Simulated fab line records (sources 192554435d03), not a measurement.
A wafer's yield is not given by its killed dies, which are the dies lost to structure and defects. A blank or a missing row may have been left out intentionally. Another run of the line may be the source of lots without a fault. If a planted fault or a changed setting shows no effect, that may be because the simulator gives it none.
Chamber matching	flow n5Finfet	N5_BEOL_M3_ALD_98 on aldSin-04 has 4 sister chambers
The step deposits SiO2, target thk 2.5 nm, pulse time 1 s, co reactant pulse time 1 s. 18 wafers are shown with their chamber, then 9 later ones without.

WAFERS PAIRED WITH THEIR CHAMBERS
wafer	chamber	heaterPowerW (W)	precursorPulseHeightRel
L078.2	1	77	1.014
L078.3	3	83	1.048
L078.4	2	71	1.012
L079.1	3	85	0.989
L079.2	2	69	1.005
L079.6	1	75	0.989
L080.1	0	73	1.000
L080.3	1	73	0.989
L080.4	3	84	0.958
L081.1	2	72	1.014
L081.3	3	83	1.005
L081.6	3	83	0.998
L085.2	3	85	1.000
L085.4	1	74	0.998
L085.5	2	70	0.991
L086.2	2	73	0.996
L086.3	3	86	0.981
L086.6	2	70	1.018

SIGNATURES (averages over the wafers above)
reading	chamber 0	chamber 1	chamber 2	chamber 3	scatter within a chamber
heaterPowerW	73.00	74.75	70.83	84.14	1.43
precursorPulseHeightRel	1.00000	0.99750	1.00600	0.99700	0.0198
Rule: for each reading, subtract the chamber's mean from the wafer's reading, divide by that reading's scatter and square the result; add these up over the readings and take the root, which gives the wafer's distance from the chamber. If the next closest chamber is less than 2 further off than the closest, the wafer can't be placed; otherwise it belongs to the closest. The scatter is the square root of a quotient: the sum, over the shown wafers, of each reading's squared deviation from its chamber's mean, divided by wafers minus chambers.

WAFERS MISSING THEIR CHAMBER
wafer	heaterPowerW (W)	precursorPulseHeightRel
L088.1	83	0.993
L088.5	86	1.024
L088.6	71	0.998
L090.1	84	1.009
L090.3	75	1.029
L090.5	70	0.948
L095.2	85	0.949
L095.5	74	0.987
L095.6	70	0.997

WHICH CHAMBER EACH WENT THROUGH
wafer	from the rows above	in truth
L088.1	3	3
L088.5	3	3
L088.6	can't be placed: 2 or 0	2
L090.1	3	3
L090.3	can't be placed: 1 or 0 or 2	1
L090.5	can't be placed: 2 or 0 or 1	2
L095.2	3	3
L095.5	can't be placed: 1 or 0 or 2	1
L095.6	can't be placed: 2 or 0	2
4 of 9 placed correctly. Unplaceable from these rows: 5, with the true chamber sitting among the candidates in 5. Wrongly placed: 0.
